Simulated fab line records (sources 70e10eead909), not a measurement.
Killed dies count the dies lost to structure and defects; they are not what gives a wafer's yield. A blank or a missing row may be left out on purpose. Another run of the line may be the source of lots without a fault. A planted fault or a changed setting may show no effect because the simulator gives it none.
Chamber matching | flow nandHarc | NHARC_P_M2_CMP_23 on cmp-01 has 4 sister chambers
The step polishes, t overpolish 20 s, target thk 144.3 nm. 8 wafers are shown with their chamber, then 8 later ones without.

== WAFERS PAIRED WITH THEIR CHAMBERS ==
wafer  | chamber | motorCurrentA (A) | edgeZonePressureFrac
L646.1 | 3       | 12.3              | 1.000
L647.1 | 3       | 12.5              | 0.991
L647.5 | 0       | 13.7              | 1.003
L649.4 | 2       | 12.1              | 1.011
L651.1 | 0       | 13.2              | 0.994
L654.1 | 2       | 12.4              | 1.002
L654.5 | 1       | 13.7              | 0.992
L658.2 | 1       | 13.7              | 1.001

== WAFERS WITH NO CHAMBER GIVEN ==
wafer  | motorCurrentA (A) | edgeZonePressureFrac
L658.5 | 13.4              | 1.005
L658.6 | 13.7              | 1.007
L659.4 | 12.9              | 0.997
L659.5 | 12.2              | 0.999
L659.6 | 13.6              | 0.997
L664.1 | 12.1              | 0.994
L664.5 | 12.0              | 0.994
L664.6 | 13.3              | 1.008

== WHICH CHAMBER EACH WENT THROUGH ==
wafer  | from the rows above               | in truth
L658.5 | can't be placed: 0 or 1           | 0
L658.6 | can't be placed: 1 or 0           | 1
L659.4 | can't be placed: 3 or 0 or 2 or 1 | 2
L659.5 | can't be placed: 3 or 2           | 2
L659.6 | can't be placed: 1 or 0           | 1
L664.1 | can't be placed: 3 or 2           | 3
L664.5 | can't be placed: 3 or 2           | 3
L664.6 | can't be placed: 0 or 1           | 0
Placed correctly: 0 of 8. Unplaceable from these rows: 8, with the true chamber sitting among the candidates in 8. Number placed wrongly: 0.
How it was worked out, from the rows above alone: a wafer's distance from a chamber is the root of the sum, over the readings, of the square of ((its reading less the chamber's mean) divided by the reading's scatter). The wafer belongs to the nearest chamber; if the next one is less than 2 further off, it can't be placed. The mean given for a chamber averages the wafers shown for that chamber. The scatter: the root of (the sum of the squares of (reading less its chamber's mean) over the shown wafers, divided by (wafers less chambers)).
